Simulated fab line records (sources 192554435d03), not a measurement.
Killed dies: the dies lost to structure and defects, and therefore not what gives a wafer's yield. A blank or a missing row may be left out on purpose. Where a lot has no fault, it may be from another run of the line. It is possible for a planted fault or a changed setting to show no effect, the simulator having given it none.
One fault seen from 3 desks :: flow n5-finfet :: every desk sees just its own numbers, and what lay behind them comes last

AT THE TOOL OWNER'S DESK: rie-diel-05
The tool's own readings at N5_BEOL_M3_ETCH_70 (etches SOC in N2/H2, target depth 80 nm, overetch 16 nm, time 120 s): means of the sampled wafers that have a number, for each lot that ran on this tool. Any lot whose mean is over 4 standard deviations away from the usual mean is out of limits and marked OUT; that distance is given in the brackets.
Columns: A = chamber-pressure-mTorr at N5_BEOL_M3_ETCH_70, usual 29.998 mTorr; B = drypump-motor-current-A at N5_BEOL_M3_ETCH_70, usual 5.6 A; C = oes-product-au at N5_BEOL_M3_ETCH_70, usual 0.60 a.u.; D = rf-vpp-V at N5_BEOL_M3_ETCH_70, usual 525 V; E = showerhead-plenum-p-Torr at N5_BEOL_M3_ETCH_70, usual 2.59 Torr; F = throttle-valve-pct at N5_BEOL_M3_ETCH_70, usual 17.9 %
lot: L848
first seen here: day 10 01:35
A: 29.989
B: 5.6
C: 0.58
D: 524
E: 2.54
F: 18.2

lot: L850
first seen here: day 10 08:12
A: 29.991
B: 5.6
C: 0.58
D: 524
E: 2.54
F: 18.2
This desk found nothing out of limits on any of the 2 lots.

THE DEFECT DESK
Inspection counts along the route, by lot: the mean over sampled wafers that carry a number. Any lot whose mean is over 4 standard deviations away from the usual mean is out of limits and marked OUT; that distance is given in the brackets.
Columns: A = raw-defect-count at N5_BEOL_M3_INSPECT_30, usual 434
lot: L840
first seen here: day 7 03:01
A: 524

lot: L848
first seen here: day 9 23:31
A: 466

lot: L850
first seen here: day 10 04:18
A: 549

lot: L852
first seen here: day 10 13:46
A: 466

lot: L854
first seen here: day 10 20:56
A: 572

lot: L857
first seen here: day 11 19:04
A: 399
This desk found nothing out of limits on any of the 6 lots.

AT THE METROLOGY DESK
Means of the sampled wafers that have a number, per lot and without regard to the tool the lot ran on: this is what the gauges read. Any lot whose mean is over 4 standard deviations away from the usual mean is out of limits and marked OUT; that distance is given in the brackets. Only the readings that lie furthest out on some lot appear, 7 of the 12 it has.
Columns: A = DIBL_P at N5_BEOL_M4_RC_MEAS_101, usual 36.2 mV/V; B = IOFF_N at N5_BEOL_M4_RC_MEAS_101, usual 0.16 nA/um; C = IOFF_P at N5_BEOL_M4_RC_MEAS_101, usual 0.21 nA/um; D = ION_P at N5_BEOL_M4_RC_MEAS_101, usual 462 uA/um; E = SS_N at N5_BEOL_M4_RC_MEAS_101, usual 71.4 mV/dec; F = SS_P at N5_BEOL_M4_RC_MEAS_101, usual 73.2 mV/dec; G = VT_P at N5_BEOL_M4_RC_MEAS_101, usual -251 mV
lot: L840
first seen here: day 7 02:56
A: 38.1
B: 0.17
C: 0.22
D: 462
E: 71.7
F: 73.0
G: -251

lot: L848
first seen here: day 9 23:25
A: 37.4
B: 0.16
C: 0.22
D: 463
E: 71.7
F: 73.6
G: -249

lot: L850
first seen here: day 10 04:13
A: 36.6
B: 0.17
C: 0.23
D: 467
E: 71.4
F: 73.5
G: -250

lot: L852
first seen here: day 10 13:40
A: 32.9
B: 0.12
C: 0.15
D: 455
E: 70.6
F: 72.3
G: -256

lot: L854
first seen here: day 10 20:51
A: 36.7
B: 0.18
C: 0.24
D: 472
E: 72.1
F: 73.4
G: -249

lot: L857
first seen here: day 11 18:58
A: 34.0
B: 0.12
C: 0.16
D: 454
E: 71.0
F: 72.9
G: -255
This desk found nothing out of limits on any of the 6 lots.

PUT TOGETHER
The tool owner's desk saw nothing out of limits.
Nothing out of limits was seen by the defect desk.
The metrology desk saw nothing out of limits.

WHAT WAS PUT IN BY THE SIMULATOR
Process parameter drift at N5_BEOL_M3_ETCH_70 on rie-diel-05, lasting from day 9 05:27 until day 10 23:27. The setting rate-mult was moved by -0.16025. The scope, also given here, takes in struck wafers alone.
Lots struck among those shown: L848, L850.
